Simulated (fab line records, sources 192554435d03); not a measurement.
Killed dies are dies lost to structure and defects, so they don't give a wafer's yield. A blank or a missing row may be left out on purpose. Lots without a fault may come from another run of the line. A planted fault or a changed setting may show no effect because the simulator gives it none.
One fault seen from 2 desks | flow n5_finfet | each desk has only its own numbers; what lay behind them comes last

THE METROLOGY DESK
What the gauges read, lot by lot, whatever tool the lot ran on: means of the sampled wafers that have a number. A lot is out of limits, marked OUT, if its mean lies more than 4 standard deviations from the usual mean; the brackets give that distance.
Columns: A = cd_nm at N5_BEOL_M5_CD_MEAS_28, usual 30.62 nm
lot  | first seen here | A
L496 | day 8 19:16     | 30.66
L497 | day 9 01:41     | 30.65
L498 | day 9 04:01     | 30.31
L499 | day 9 08:57     | 30.56
L502 | day 10 03:46    | 30.62
L503 | day 10 06:38    | 29.66
L504 | day 10 11:17    | 30.33
L505 | day 10 13:36    | 30.04
L514 | day 14 07:53    | 31.13
L516 | day 14 07:56    | 30.33
This desk's finding: nothing out of limits on any of the 10 lots.

THE TOOL OWNER'S DESK: euv_scanner-02
The tool's own readings at N5_BEOL_M5_EXPOSE_25 (exposes mask V4, defocus 10 nm): means of the sampled wafers that have a number, for each lot that ran on this tool. A lot is out of limits, marked OUT, if its mean lies more than 4 standard deviations from the usual mean; the brackets give that distance.
Columns: A = exposure_dose_mJ_cm2 at N5_BEOL_M5_EXPOSE_25, usual 52.79
lot  | first seen here | A
L496 | day 8 19:08     | 52.62
L498 | day 9 03:53     | 52.70
L499 | day 9 08:49     | 52.70
L502 | day 10 03:37    | 52.59
L503 | day 10 06:31    | 50.91 (-7.0) OUT
L505 | day 10 13:28    | 51.28 (-5.6) OUT
This desk's finding: out of limits on L503, L505; first on L503, day 10 06:31 (exposure_dose_mJ_cm2 at N5_BEOL_M5_EXPOSE_25). In limits: L496, L498, L499, L502.

PUT TOGETHER
The tool owner's desk could have raised an alarm at day 10 06:31, on L503, L505.
The metrology desk saw nothing out of limits.
The metrology desk has L503, L505 on record, within its limits.
Of the lots named, all ran N5_BEOL_M5_EXPOSE_25 on euv_scanner-02.

WHAT THE SIMULATOR HAD PUT IN
Process parameter drift: euv_scanner-02, from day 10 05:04 on, at N5_BEOL_M5_EXPOSE_25. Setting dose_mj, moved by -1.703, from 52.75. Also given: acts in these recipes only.
Lots struck among those shown: L503, L505.
Hours from the fault's start to each desk's first reading out of limits: the tool owner's desk, 1.
